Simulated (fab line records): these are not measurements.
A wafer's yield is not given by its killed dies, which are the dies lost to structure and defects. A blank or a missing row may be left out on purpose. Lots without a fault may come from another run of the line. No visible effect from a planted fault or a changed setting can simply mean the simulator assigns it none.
Which tool did it? -- flow nand_harc -- 72 wafers from 24 lots sampled at 6 of the route's 1159 steps

WHAT EACH GAUGE READ, for each wafer
NHARC_P_M0_THK_MEAS_24: measures by xrf. Usual: 117.5 nm for thk_nm, sd 1.5.
lot,measured,on,thk_nm (nm),flag
L074,day 6 01:37,film_metro-01,117.4 118.2 114.9,
L075,day 6 10:47,film_metro-02,117.8 115.3 117.5,
L076,day 6 11:17,film_metro-01,115.7 118.5 115.1,
L077,day 6 20:25,film_metro-01,117.3 118.5 118.1,
L078,day 6 22:11,film_metro-02,118.4 118.9 120.4,
L081,day 7 13:17,film_metro-02,116.1 118.3 113.2,
L080,day 7 14:13,film_metro-01,119.1 117.5 116.4,
L079,day 7 14:49,film_metro-02,118.8 117.6 118.2,
L082,day 7 21:06,film_metro-01,118.1 117.8 114.9,
L083,day 8 00:50,film_metro-01,117.7 118.2 116.6,
L084,day 8 06:01,film_metro-02,117.3 117.7 117.4,
L087,day 9 02:51,film_metro-02,119.6 116.2 117.3,
L086,day 9 03:51,film_metro-02,117.6 117.0 116.3,
L085,day 9 23:32,film_metro-02,115.7 117.5 118.0,
L088,day 10 01:19,film_metro-02,118.9 118.5 116.1,
L090,day 10 07:41,film_metro-02,117.1 115.9 117.6,
L089,day 10 08:14,film_metro-01,117.3 118.1 118.9,
L091,day 10 09:12,film_metro-02,118.0 121.1 118.9,
L094,day 10 17:11,film_metro-02,116.5 118.2 118.1,
L093,day 10 19:20,film_metro-01,116.3 117.9 117.7,
L092,day 10 19:23,film_metro-01,116.0 117.9 118.9,
L095,day 11 08:22,film_metro-01,119.1 118.2 116.3,
L096,day 11 09:00,film_metro-01,117.7 119.6 120.0,
L097,day 11 17:29,film_metro-02,116.1 115.9 117.3,

NHARC_P_M1_INSPECT_11. Usual: 4.2 for raw_defect_count, sd 2.6.
lot,measured,on,raw_defect_count,flag
L074,day 6 03:18,defect_inspect-02,1 1 3,
L075,day 6 12:30,defect_inspect-02,5 4 3,
L076,day 6 12:50,defect_inspect-02,3 5 3,
L077,day 6 22:08,defect_inspect-02,4 6 11,
L078,day 6 23:43,defect_inspect-01,2 0 2,
L081,day 7 15:01,defect_inspect-02,0 2 1,
L080,day 7 16:02,defect_inspect-01,6 3 4,
L079,day 7 16:44,defect_inspect-01,2 3 5,
L082,day 7 23:13,defect_inspect-02,8 3 1,
L083,day 8 02:43,defect_inspect-02,10 13 10,
L084,day 8 07:33,defect_inspect-01,2 2 1,
L087,day 9 04:29,defect_inspect-01,4 4 6,
L086,day 9 05:22,defect_inspect-01,9 3 6,
L085,day 10 01:12,defect_inspect-01,3 2 7,
L088,day 10 02:52,defect_inspect-01,2 3 4,
L090,day 10 09:22,defect_inspect-01,1 7 3,
L089,day 10 10:07,defect_inspect-01,2 6 2,
L091,day 10 10:56,defect_inspect-02,5 7 8,
L094,day 10 18:52,defect_inspect-02,4 4 11,
L093,day 10 20:53,defect_inspect-01,6 3 5,
L092,day 10 21:06,defect_inspect-01,1 2 1,
L095,day 11 09:58,defect_inspect-01,2 3 4,
L096,day 11 10:47,defect_inspect-01,6 3 3,
L097,day 11 19:10,defect_inspect-01,4 4 4,

NHARC_P_BONDPAD_CD_MEAS_09: target cd 500 nm. Usual: 499.7 nm for cd_nm, sd 2.2.
lot,measured,on,cd_nm (nm),flag
L074,day 6 11:47,cd_sem-01,501.6 502.5 501.1,
L075,day 6 21:01,cd_sem-02,497.3 498.7 499.0,
L076,day 6 21:44,cd_sem-02,501.4 500.2 498.0,
L077,day 7 06:55,cd_sem-02,501.5 501.3 501.1,
L078,day 7 08:26,cd_sem-02,499.9 501.3 502.5,
L081,day 7 23:48,cd_sem-02,497.9 498.3 499.6,
L080,day 8 01:01,cd_sem-02,500.0 498.4 497.5,
L079,day 8 02:25,cd_sem-03,497.0 495.6 499.3,
L082,day 8 07:43,cd_sem-02,498.0 497.9 496.2,
L083,day 8 11:08,cd_sem-02,498.2 501.9 500.1,
L084,day 8 16:23,cd_sem-01,503.6 500.8 501.4,
L087,day 9 12:48,cd_sem-02,500.2 501.9 497.0,
L086,day 9 13:49,cd_sem-02,495.6 498.0 493.5,
L085,day 10 10:06,cd_sem-03,500.6 501.8 499.2,
L088,day 10 11:30,cd_sem-03,497.8 497.8 499.7,
L090,day 10 17:51,cd_sem-02,500.7 499.5 495.9,
L089,day 10 18:36,cd_sem-02,500.9 502.8 500.1,
L091,day 10 19:43,cd_sem-02,497.3 496.4 497.6,
L094,day 11 03:25,cd_sem-02,499.4 499.6 497.6,
L093,day 11 05:13,cd_sem-01,501.9 501.7 500.4,
L092,day 11 05:43,cd_sem-01,501.7 501.1 502.7,
L095,day 11 18:32,cd_sem-03,503.6 503.4 501.2,
L096,day 11 19:14,cd_sem-02,498.6 498.8 500.0,
L097,day 12 03:57,cd_sem-01,502.6 501.7 501.1,

EACH LOT AND THE TOOL THAT RAN IT (in order: tool; ch and the chambers of the sampled wafers; start)
lot,NHARC_P_GATE_STRIP_111,NHARC_P_M2_DESCUM_14,NHARC_P_M2_DEP_33
L074,"plasma_asher-02 ch 0,1, day 5 06:03","rie_diel-03 ch 1,2,3, day 6 07:35","pecvd-04 ch 1,2, day 6 10:19"
L075,"plasma_asher-02 ch 0,1, day 5 16:16","rie_diel-03 ch 0,1,3, day 6 16:39","pecvd-02 ch 0,2, day 6 19:23"
L076,"plasma_asher-01 ch 0,1, day 5 16:31","rie_diel-11 ch 2,3, day 6 17:02","pecvd-03 ch 0,1,2, day 6 20:06"
L077,"plasma_asher-02 ch 0,1, day 5 23:32","rie_diel-03 ch 0,1,3, day 7 02:22","pecvd-04 ch 1,2, day 7 05:09"
L078,"plasma_asher-02 ch 0,1, day 6 08:05","rie_diel-11 ch 0,2,3, day 7 03:49","pecvd-02 ch 0,2, day 7 06:53"
L081,"plasma_asher-02 ch 0,1, day 6 20:20","rie_diel-03 ch 1,2,3, day 7 19:23","pecvd-03 ch 0,1, day 7 22:10"
L080,"plasma_asher-01 ch 0,1, day 6 21:01","rie_diel-11 ch 0,3, day 7 20:37","pecvd-02 ch 0,1,2, day 7 23:23"
L079,"plasma_asher-01 ch 0,1, day 6 23:04","rie_diel-03 ch 1,2,3, day 7 21:50","pecvd-03 ch 1,2, day 8 00:47"
L082,"plasma_asher-01 ch 0,1, day 7 06:03","rie_diel-03 ch 0,1,2, day 8 03:18","pecvd-04 ch 0,2, day 8 06:04"
L083,"plasma_asher-02 ch 0,1, day 7 10:35","rie_diel-03 ch 0,2,3, day 8 06:51","pecvd-03 ch 0,1,2, day 8 09:41"
L084,"plasma_asher-01 ch 0,1, day 7 11:00","rie_diel-03 ch 2,3, day 8 11:49","pecvd-04 ch 1,2, day 8 14:47"
L087,"plasma_asher-02 ch 0,1, day 8 11:42","rie_diel-09 ch 0,1,3, day 9 08:35","pecvd-02 ch 1,2, day 9 11:21"
L086,"plasma_asher-01 ch 0,1, day 8 12:11","rie_diel-03 ch 1,2,3, day 9 09:36","pecvd-03 ch 0,2, day 9 12:18"
L085,"plasma_asher-01 ch 0,1, day 8 18:05","rie_diel-09 ch 0,2,3, day 10 05:29","pecvd-04 ch 0,1,2, day 10 08:29"
L088,"plasma_asher-01 ch 0,1, day 8 22:29","rie_diel-11 ch 0,1, day 10 07:06","pecvd-04 ch 0,2, day 10 09:56"
L090,"plasma_asher-01 ch 0,1, day 9 04:08","rie_diel-03 ch 0,1,3, day 10 13:36","pecvd-03 ch 0,1,2, day 10 16:20"
L089,"plasma_asher-01 ch 0,1, day 9 04:41","rie_diel-03 ch 0,1,3, day 10 14:19","pecvd-04 ch 0,1,2, day 10 17:13"
L091,"plasma_asher-01 ch 1, day 9 13:31","rie_diel-03 ch 0,1,2, day 10 15:09","pecvd-04 ch 1,2, day 10 18:02"
L094,"plasma_asher-01 ch 0,1, day 9 19:50","rie_diel-03 ch 0,2,3, day 10 23:04","pecvd-03 ch 0,1, day 11 01:49"
L093,"plasma_asher-02 ch 0,1, day 9 21:07","rie_diel-11 ch 0,1, day 11 00:58","pecvd-03 ch 0,1,2, day 11 03:47"
L092,"plasma_asher-01 ch 0,1, day 10 02:25","rie_diel-11 ch 0,2,3, day 11 01:21","pecvd-04 ch 0,1, day 11 04:05"
L095,"plasma_asher-02 ch 0,1, day 10 13:47","rie_diel-03 ch 1,2,3, day 11 14:05","pecvd-04 ch 1,2, day 11 16:52"
L096,"plasma_asher-02 ch 0,1, day 10 14:10","rie_diel-03 ch 1,2,3, day 11 14:53","pecvd-04 ch 0,1,2, day 11 17:44"
L097,"plasma_asher-02 ch 0,1, day 11 03:01","rie_diel-03 ch 1,2,3, day 11 23:25","pecvd-04 ch 0,1,2, day 12 02:14"
- NHARC_P_GATE_STRIP_111: strips in N2/H2, time 250 s.
- NHARC_P_M2_DESCUM_14: chemistry O2, time 3 s.
- NHARC_P_M2_DEP_33: deposits SiCN, target thk 30 nm.

WHAT THE TOOLS THEMSELVES READ (means of the sampled wafers that have a number; where no wafer has one, the mark that the record gives instead)
NHARC_P_GATE_STRIP_111. Usual: drypump_motor_current_A 5.8 A, standard deviation 0.59; heater_power_w 90 W, standard deviation 9.2; rf_refl_power_W 21 W, standard deviation 6.6; temp_c 110.01 C, standard deviation 0.13.
lot,tool,drypump_motor_current_A (A),heater_power_w (W),rf_refl_power_W (W),temp_c (C),flag
L074,plasma_asher-02,5.5,83,24,109.98,
L075,plasma_asher-02,6.1,86,26,110.17,
L076,plasma_asher-01,5.7,99,15,110.07,
L077,plasma_asher-02,5.5,82,25,109.95,
L078,plasma_asher-02,6.0,86,27,110.05,
L081,plasma_asher-02,6.0,85,29,110.12,
L080,plasma_asher-01,5.7,98,15,110.06,
L079,plasma_asher-01,5.7,99,16,109.91,
L082,plasma_asher-01,5.7,98,16,110.00,
L083,plasma_asher-02,6.1,86,27,110.14,
L084,plasma_asher-01,5.9,93,17,110.03,
L087,plasma_asher-02,5.5,83,24,110.07,
L086,plasma_asher-01,5.9,92,18,110.03,
L085,plasma_asher-01,5.8,94,17,109.88,
L088,plasma_asher-01,5.7,98,16,110.02,
L090,plasma_asher-01,5.9,92,16,109.91,
L089,plasma_asher-01,5.7,99,15,109.97,
L091,plasma_asher-01,6.1,85,19,110.10,
L094,plasma_asher-01,5.7,98,15,109.87,
L093,plasma_asher-02,6.0,84,29,110.04,
L092,plasma_asher-01,5.8,97,15,110.14,
L095,plasma_asher-02,5.6,81,25,110.02,
L096,plasma_asher-02,5.5,82,24,109.91,
L097,plasma_asher-02,5.5,82,24,110.08,

NHARC_P_M2_DESCUM_14. Usual: drypump_motor_current_A 5.7 A, standard deviation 0.39; o2_flow_sccm 200.0 sccm, standard deviation 0.54; oes_product_au 0.996 a.u., standard deviation 0.0096; rf_vpp_V 57.8 V, standard deviation 0.97; showerhead_plenum_p_Torr 1.88 Torr, standard deviation 0.088; throttle_valve_pct 11.311 %, standard deviation 0.0092.
lot,tool,drypump_motor_current_A (A),o2_flow_sccm (sccm),oes_product_au (a.u.),rf_vpp_V (V),showerhead_plenum_p_Torr (Torr),throttle_valve_pct (%),flag
L074,rie_diel-03,6.0,200.2,1.002,57.9,1.90,11.312,
L075,rie_diel-03,5.8,200.3,0.994,57.6,1.94,11.314,
L076,rie_diel-11,5.6,199.4,0.994,57.0,1.80,11.316,
L077,rie_diel-03,5.8,200.4,0.999,57.9,1.94,11.305,
L078,rie_diel-11,5.4,200.0,0.995,57.7,1.86,11.309,
L081,rie_diel-03,6.1,200.0,1.001,58.1,1.90,11.311,
L080,rie_diel-11,5.2,200.0,1.007,57.5,1.85,11.307,
L079,rie_diel-03,6.0,199.8,0.997,58.1,1.90,11.305,
L082,rie_diel-03,5.8,200.0,0.991,58.3,1.86,11.321,
L083,rie_diel-03,6.0,199.9,0.994,57.8,1.91,11.316,
L084,rie_diel-03,6.2,199.9,0.998,58.2,1.87,11.312,
L087,rie_diel-09,5.3,200.4,0.995,57.5,1.85,11.314,
L086,rie_diel-03,6.0,199.9,1.000,58.7,1.90,11.309,
L085,rie_diel-09,5.7,199.6,1.004,57.5,1.90,11.306,
L088,rie_diel-11,5.5,200.4,0.995,57.4,1.85,11.318,
L090,rie_diel-03,5.8,199.9,0.987,58.0,1.94,11.308,
L089,rie_diel-03,5.8,199.9,0.996,58.2,1.94,11.314,
L091,rie_diel-03,5.7,200.0,0.995,57.8,1.86,11.311,
L094,rie_diel-03,6.0,200.0,0.993,57.7,1.91,11.312,
L093,rie_diel-11,5.5,200.2,0.994,57.7,1.85,11.302,
L092,rie_diel-11,5.4,200.0,1.004,57.0,1.85,11.321,
L095,rie_diel-03,6.0,200.0,1.004,58.2,1.90,11.312,
L096,rie_diel-03,6.0,200.5,0.992,57.5,1.90,11.316,
L097,rie_diel-03,6.0,200.4,1.002,57.5,1.90,11.319,

NHARC_P_M2_DEP_33. Usual: heater_power_w 540 W, standard deviation 66; susceptor_temp_C 369.98 C, standard deviation 0.22.
lot,tool,heater_power_w (W),susceptor_temp_C (C),flag
L074,pecvd-04,531,369.94,
L075,pecvd-02,510,369.68,
L076,pecvd-03,558,370.09,
L077,pecvd-04,539,370.29,
L078,pecvd-02,514,369.88,
L081,pecvd-03,537,369.98,
L080,pecvd-02,574,370.11,
L079,pecvd-03,567,369.84,
L082,pecvd-04,531,370.03,
L083,pecvd-03,541,370.03,
L084,pecvd-04,582,369.92,
L087,pecvd-02,586,369.94,
L086,pecvd-03,596,369.97,
L085,pecvd-04,559,370.07,
L088,pecvd-04,558,369.94,
L090,pecvd-03,551,369.72,
L089,pecvd-04,536,369.90,
L091,pecvd-04,510,369.83,
L094,pecvd-03,593,370.08,
L093,pecvd-03,548,369.87,
L092,pecvd-04,460,369.94,
L095,pecvd-04,518,369.83,
L096,pecvd-04,516,370.09,
L097,pecvd-04,503,369.99,

THE ANSWER, worked out from the rows above alone
Rule: lot off if the mean of its wafers having a number is beyond 3 standard deviations from the usual mean. A lot without any number at a reading at which 4 lots or more have one is off too. Where the step has rows for the other lots, those lots are counted as sound. After the gauges, taken in route order, come the tools' own readings; for these a lot's mean is taken, as printed above. The first step at which some lot is off is used, and at that step the reading that is off furthest; a lot without a number counts as furthest.
Nothing can be told from this: no lot is off at any reading shown.

WHAT WAS PUT IN BY THE SIMULATOR
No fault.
